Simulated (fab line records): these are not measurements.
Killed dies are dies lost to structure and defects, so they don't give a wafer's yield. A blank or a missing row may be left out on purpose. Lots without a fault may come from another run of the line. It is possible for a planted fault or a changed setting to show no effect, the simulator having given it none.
Matching of chambers + flow nand-harc + NHARC_P_GATE_DESCUM_48 on rie-diel-08 has 4 sister chambers
The step chemistry O2, time 3 s. 4 wafers are shown with their chamber, then 9 later ones without.

WAFERS, EACH WITH ITS CHAMBER
| wafer  | chamber | showerhead-plenum-p-Torr (Torr) |
|--------|---------|---------------------------------|
| L076.2 | 2       | 1.94                            |
| L094.2 | 1       | 1.92                            |
| L094.5 | 0       | 1.95                            |
| L094.6 | 3       | 2.05                            |

WAFERS WITHOUT THEIR CHAMBER
| wafer  | showerhead-plenum-p-Torr (Torr) |
|--------|---------------------------------|
| L093.1 | 2.05                            |
| L093.2 | 1.92                            |
| L093.6 | 1.93                            |
| L095.1 | 1.93                            |
| L095.3 | 1.95                            |
| L095.6 | 1.93                            |
| L096.1 | 1.95                            |
| L096.4 | 1.93                            |
| L096.5 | 2.05                            |

WHICH CHAMBER EACH WENT THROUGH
| wafer  | from the rows above          | in truth |
|--------|------------------------------|----------|
| L093.1 | 3                            | 3        |
| L093.2 | 1                            | 1        |
| L093.6 | can't be placed: 1 or 2 or 0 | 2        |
| L095.1 | can't be placed: 1 or 2 or 0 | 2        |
| L095.3 | can't be placed: 0 or 2      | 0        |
| L095.6 | can't be placed: 1 or 2 or 0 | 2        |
| L096.1 | can't be placed: 0 or 2      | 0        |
| L096.4 | can't be placed: 1 or 2 or 0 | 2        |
| L096.5 | 3                            | 3        |
Placed correctly: 3 of 9. Unplaceable from these rows: 6, with the true chamber sitting among the candidates in 6. 0 placed wrongly.
How it was worked out, from the rows above alone: a wafer's distance from a chamber is the root of the sum, over the readings, of the square of ((its reading less the chamber's mean) divided by the reading's scatter). The wafer belongs to the nearest chamber; if the next one is less than 2 further off, it can't be placed. The mean given for a chamber averages the wafers shown for that chamber. The scatter: with one shown wafer a chamber, the root of the mean of the squares of how far each hidden wafer lies from its nearest shown one.
